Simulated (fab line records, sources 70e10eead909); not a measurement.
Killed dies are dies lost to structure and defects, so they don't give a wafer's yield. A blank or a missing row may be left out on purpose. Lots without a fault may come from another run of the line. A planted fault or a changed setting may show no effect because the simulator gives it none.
Chamber matching | flow nand_harc | NHARC_THIN_TSV_ETCHBACK_48 on rie_diel-01: 4 sister chambers
The step etches the open film in C4F8/Ar, target depth 1028.5 nm, time 405.17 s. 20 wafers are shown with their chamber, then 10 later ones without.

WAFERS WITH THEIR CHAMBER
wafer  | chamber | rf_vpp_V (V) | rf_fwd_power_W (W) | oes_product_au (a.u.)
L323.1 | 3       | 547          | 599.7              | 0.92
L323.4 | 1       | 548          | 599.3              | 0.93
L323.6 | 1       | 548          | 601.9              | 0.92
L322.1 | 2       | 542          | 600.0              | 0.91
L322.2 | 0       | 546          | 598.2              | 0.94
L322.5 | 1       | 548          | 597.4              | 0.93
L324.1 | 0       | 546          | 600.2              | 0.94
L324.3 | 3       | 547          | 598.1              | 0.92
L324.5 | 0       | 547          | 601.8              | 0.94
L326.3 | 0       | 546          | 598.6              | 0.94
L326.4 | 2       | 541          | 599.0              | 0.90
L326.5 | 2       | 541          | 597.6              | 0.91
L329.1 | 2       | 541          | 600.6              | 0.91
L329.2 | 1       | 549          | 594.7              | 0.93
L329.3 | 0       | 546          | 600.3              | 0.93
L328.2 | 2       | 542          | 598.0              | 0.91
L328.3 | 1       | 549          | 594.8              | 0.92
L328.5 | 0       | 546          | 598.6              | 0.94
L335.1 | 2       | 541          | 600.1              | 1.00
L335.2 | 1       | 546          | 597.9              | 1.00

SIGNATURES (means of the wafers above)
reading        | chamber 0 | chamber 1 | chamber 2 | chamber 3 | scatter within a chamber
rf_vpp_V       | 546.17    | 548.00    | 541.33    | 547.00    | 0.714
rf_fwd_power_W | 599.617   | 597.667   | 599.217   | 598.900   | 1.87
oes_product_au | 0.9383    | 0.9383    | 0.9233    | 0.9200    | 0.0273
Rule: a wafer's distance from a chamber is the root of the sum, over the readings, of the square of ((its reading less the chamber's mean) divided by the reading's scatter). The wafer belongs to the nearest chamber; if the next one is less than 2 further off, it can't be placed. The scatter: the root of (the sum of the squares of (reading less its chamber's mean) over the shown wafers, divided by (wafers less chambers)).

WAFERS WITHOUT THEIR CHAMBER
wafer  | rf_vpp_V (V) | rf_fwd_power_W (W) | oes_product_au (a.u.)
L335.5 | 548          | 597.0              | 1.00
L338.1 | 541          | 596.3              | 0.94
L338.3 | 546          | 596.7              | 0.94
L338.5 | 542          | 599.3              | 0.94
L337.1 | 546          | 599.2              | 0.91
L337.2 | 541          | 599.8              | 0.93
L337.6 | 542          | 599.5              | 0.91
L339.3 | 548          | 596.3              | 0.99
L339.5 | 547          | 600.1              | 1.00
L339.6 | 540          | 598.6              | 0.99

WHICH CHAMBER EACH WENT THROUGH
wafer  | from the rows above          | in truth
L335.5 | can't be placed: 1 or 3 or 0 | 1
L338.1 | 2                            | 2
L338.3 | can't be placed: 0 or 3 or 1 | 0
L338.5 | 2                            | 2
L337.1 | can't be placed: 0 or 3      | 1
L337.2 | 2                            | 2
L337.6 | 2                            | 2
L339.3 | can't be placed: 1 or 3 or 0 | 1
L339.5 | can't be placed: 0 or 1 or 3 | 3
L339.6 | 2                            | 2
Placed correctly: 5 of 10. Can't be placed from these rows: 5 (the true chamber is among the candidates in 4). Placed wrongly: 0.
